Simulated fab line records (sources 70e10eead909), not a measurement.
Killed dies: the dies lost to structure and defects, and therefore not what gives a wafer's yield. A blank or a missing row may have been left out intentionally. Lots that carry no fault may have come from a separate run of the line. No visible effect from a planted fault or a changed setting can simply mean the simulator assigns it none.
Matching of chambers | flow nand_harc | NHARC_A_CONTACT_ETCH_102 on rie_diel-05 has 4 sister chambers
The step etches the open film in CF4/O2, target depth 100 nm, overetch 10 nm, time 55 s. 22 wafers are shown with their chamber, then 11 later ones without.

== WAFERS WITH THEIR CHAMBER ==
wafer  | chamber | showerhead_plenum_p_Torr (Torr) | drypump_motor_current_A (A) | rf_vpp_V (V)
L075.1 | 2       | 1.33                            | 5.8                         | 198.6
L075.2 | 0       | 1.31                            | 5.5                         | 196.7
L075.5 | 1       | 1.40                            | 5.5                         | 200.1
L077.4 | 1       | 1.40                            | 5.5                         | 198.5
L077.5 | 1       | 1.40                            | 5.5                         | 198.4
L077.6 | 0       | 1.30                            | 5.5                         | 197.6
L079.2 | 2       | 1.33                            | 5.8                         | 197.3
L079.3 | 3       | 1.29                            | 4.9                         | 197.2
L079.6 | 1       | 1.40                            | 5.5                         | 200.6
L082.1 | 0       | 1.30                            | 5.4                         | 197.7
L082.2 | 1       | 1.40                            | 5.5                         | 199.4
L082.4 | 2       | 1.33                            | 5.8                         | 197.2
L084.3 | 0       | 1.30                            | 5.5                         | 196.7
L084.5 | 2       | 1.33                            | 5.8                         | 196.6
L084.6 | 0       | 1.30                            | 5.5                         | 197.8
L083.2 | 3       | 1.29                            | 4.9                         | 197.8
L083.3 | 2       | 1.33                            | 5.8                         | 198.0
L083.5 | 3       | 1.28                            | 5.0                         | 196.4
L085.2 | 1       | 1.40                            | 5.5                         | 198.8
L085.3 | 2       | 1.33                            | 5.8                         | 196.7
L085.5 | 0       | 1.30                            | 5.5                         | 198.2
L090.3 | 3       | 1.28                            | 4.9                         | 196.2

SIGNATURES (means of the wafers above)
reading                  | chamber 0 | chamber 1 | chamber 2 | chamber 3 | scatter within a chamber
showerhead_plenum_p_Torr | 1.3017    | 1.4000    | 1.3300    | 1.2850    | 0.00319
drypump_motor_current_A  | 5.483     | 5.500     | 5.800     | 4.925     | 0.0297
rf_vpp_V                 | 197.450   | 199.300   | 197.400   | 196.900   | 0.766
Rule: distance of a wafer from a chamber = root of the sum over the readings of ((wafer's reading minus chamber's mean) / reading's scatter) squared. The wafer belongs to the nearest chamber; if the next one is less than 2 further off, it can't be placed. How the scatter is found: for the shown wafers, subtract from each reading the mean of its chamber, square and add these, divide the total by (wafers less chambers), then take the root.

== WAFERS WHOSE CHAMBER IS MISSING ==
wafer  | showerhead_plenum_p_Torr (Torr) | drypump_motor_current_A (A) | rf_vpp_V (V)
L090.4 | 1.40                            | 5.5                         | 199.9
L090.5 | 1.33                            | 5.8                         | 197.4
L092.1 | 1.30                            | 5.5                         | 196.4
L092.4 | 1.40                            | 5.5                         | 199.6
L092.5 | 1.30                            | 5.5                         | 198.0
L095.3 | 1.30                            | 5.5                         | 197.1
L095.4 | 1.32                            | 5.8                         | 196.2
L095.5 | 1.30                            | 5.5                         | 196.2
L097.2 | 1.39                            | 5.5                         | 198.9
L097.4 | 1.30                            | 5.5                         | 197.2
L097.6 | 1.28                            | 4.9                         | 196.4

== THE CHAMBER EACH PASSED THROUGH ==
wafer  | from the rows above | in truth
L090.4 | 1                   | 1
L090.5 | 2                   | 2
L092.1 | 0                   | 0
L092.4 | 1                   | 1
L092.5 | 0                   | 0
L095.3 | 0                   | 0
L095.4 | 2                   | 2
L095.5 | 0                   | 0
L097.2 | 1                   | 1
L097.4 | 0                   | 0
L097.6 | 3                   | 3
Placed correctly: 11 of 11. Can't be placed from these rows: 0. Number placed wrongly: 0.
